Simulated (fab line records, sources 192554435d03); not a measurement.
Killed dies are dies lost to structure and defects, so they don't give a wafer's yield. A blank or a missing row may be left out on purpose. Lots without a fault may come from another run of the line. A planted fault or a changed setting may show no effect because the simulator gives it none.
Split-lot experiment | flow n5_finfet | 7 lots, 21 wafers read, on a route of 1938 steps

THE SPLIT
At N5_SD_EPI_P_EPI_21 (deposits SiGe:B, time 355 s), the setting epi_growth_time_s was moved away from the recipe's 355 s on 11 of the 21 wafers read, by -9.5% to +9.0%. The other wafers ran this setting at the recipe's value.

FROM THE SPLIT TO THE READING: what the file shows between them, 5 steps
- N5_SD_EPI_P_HM_STRIP_48: strips SiNx in H3PO4, material SiNx, target depth 3 nm
- N5_SD_EPI_P_SRD_49: time 30 s
- N5_SD_EPI_P_PRECLEAN_24: cleans in O3/DIW, time 45 s
- N5_SD_ACTIVATION_RTA_00: time 0 s
- N5_SD_ACTIVATION_LSA_01: time 0.0008 s

THE READING
RS_SD_P, in ohm/sq, at N5_SD_ACTIVATION_RS_MEAS_03 (measures by four-point-probe). Fault-free wafers of this fab line usually give 55.9 ohm/sq, standard deviation 0.89 ohm/sq.

wafer  | tool, chamber at the split | epi_growth_time_s as run, s | against the recipe | RS_SD_P, ohm/sq | against lot-mates on the recipe
L074.2 | epi_rpcvd-03, 0            | 325.6                       | -8.3%              | 59.9            | +2.6
L074.4 | epi_rpcvd-03, 0            | 325.6                       | -8.3%              | 60.7            | +3.4
L074.6 | epi_rpcvd-03, 0            | 355                         | recipe             | 57.3            | -
L075.3 | epi_rpcvd-01, 0            | 355                         | recipe             | 54.8            | -
L075.5 | epi_rpcvd-01, 0            | 355                         | recipe             | 54.3            | -
L075.6 | epi_rpcvd-01, 0            | 355                         | recipe             | 55.1            | -
L080.1 | epi_rpcvd-01, 0            | 321.1                       | -9.5%              | 58.0            | +3.4
L080.2 | epi_rpcvd-01, 0            | 355                         | recipe             | 54.6            | -
L080.4 | epi_rpcvd-01, 0            | 321.1                       | -9.5%              | 58.4            | +3.8
L082.1 | epi_rpcvd-04, 0            | 355                         | recipe             | 55.9            | -
L082.3 | epi_rpcvd-04, 0            | 387.1                       | +9.0%              | 52.4            | -3.5
L082.6 | epi_rpcvd-04, 0            | 387.1                       | +9.0%              | 52.8            | -3.1
L084.3 | epi_rpcvd-04, 0            | 355                         | recipe             | 56.9            | -
L084.4 | epi_rpcvd-04, 0            | 355                         | recipe             | 56.2            | -
L084.5 | epi_rpcvd-04, 0            | 355                         | recipe             | 55.9            | -
L088.2 | epi_rpcvd-01, 0            | 330.6                       | -6.9%              | 56.5            | no lot-mate on the recipe
L088.4 | epi_rpcvd-01, 0            | 330.6                       | -6.9%              | 57.2            | no lot-mate on the recipe
L088.6 | epi_rpcvd-01, 0            | 330.6                       | -6.9%              | 57.6            | no lot-mate on the recipe
L091.3 | epi_rpcvd-04, 0            | 355                         | recipe             | 54.7            | -
L091.5 | epi_rpcvd-04, 0            | 337                         | -5.1%              | 56.8            | +2.1
L091.6 | epi_rpcvd-04, 0            | 337                         | -5.1%              | 58.2            | +3.5

THE FIT
A straight line over all 21 wafers: RS_SD_P changes by -0.343 ohm/sq for each +1% of epi_growth_time_s; r = -0.87; the points scatter about the line by 1.1 ohm/sq.
The same after taking each lot's own level away (the mean of its wafers on the recipe; 18 wafers): -0.382 ohm/sq for each +1%; r = -0.97; scatter 0.49 ohm/sq.
On that fit, the largest move of epi_growth_time_s shifts the reading by 3.6 ohm/sq.
The lots' own levels span 54.60 to 57.30 ohm/sq, that is 3.0 times the standard deviation above.
So the lot-to-lot level changes the slope: the two fits differ.
Check: with one of the wafers moved furthest among these (-9.5%) left out of the fit, the line predicts +3.81 ohm/sq for it against its lot-mates. It came out at +3.4 ohm/sq against them.

OTHER SPLITS ON THESE WAFERS
These wafers also went through other splits before the reading. Each is held against what the fit with the lots' levels taken away leaves over:
other split on the same wafers     | wafers away from the commonest value | r with RS_SD_P (lot level and that fit taken away)
N5_SD_EPI_P_ETCH_16 target_depth_a | 6                                    | -0.19

THE WHOLE CHAIN: every reading that the file lists as answering this split, in the file's order
step                        | what it does                                           | reading                                                                           | change (the file's fit)               | r (the file's)
N5_SD_EPI_P_EPI_21          | deposits SiGe:B, time 355 s                            | SiGe-B_of_SD_EPI_P_EPI_21.thk_nm (the simulator's own value, which no gauge read) | +0.415 nm for each +1% of the setting | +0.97
N5_SD_EPI_P_HM_STRIP_48     | strips SiNx in H3PO4, material SiNx, target depth 3 nm | SiGe-B_of_SD_EPI_P_EPI_21.thk_nm (the simulator's own value, which no gauge read) | +0.418 nm for each +1% of the setting | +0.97
N5_SD_ACTIVATION_RS_MEAS_03 | measures by four-point-probe                           | RS_SD_P                                                                           | -0.386 for each +1% of the setting    | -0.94

THE FILE'S OWN FIT
RS_SD_P changes by -0.386 ohm/sq for each +1% of epi_growth_time_s, r = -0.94.
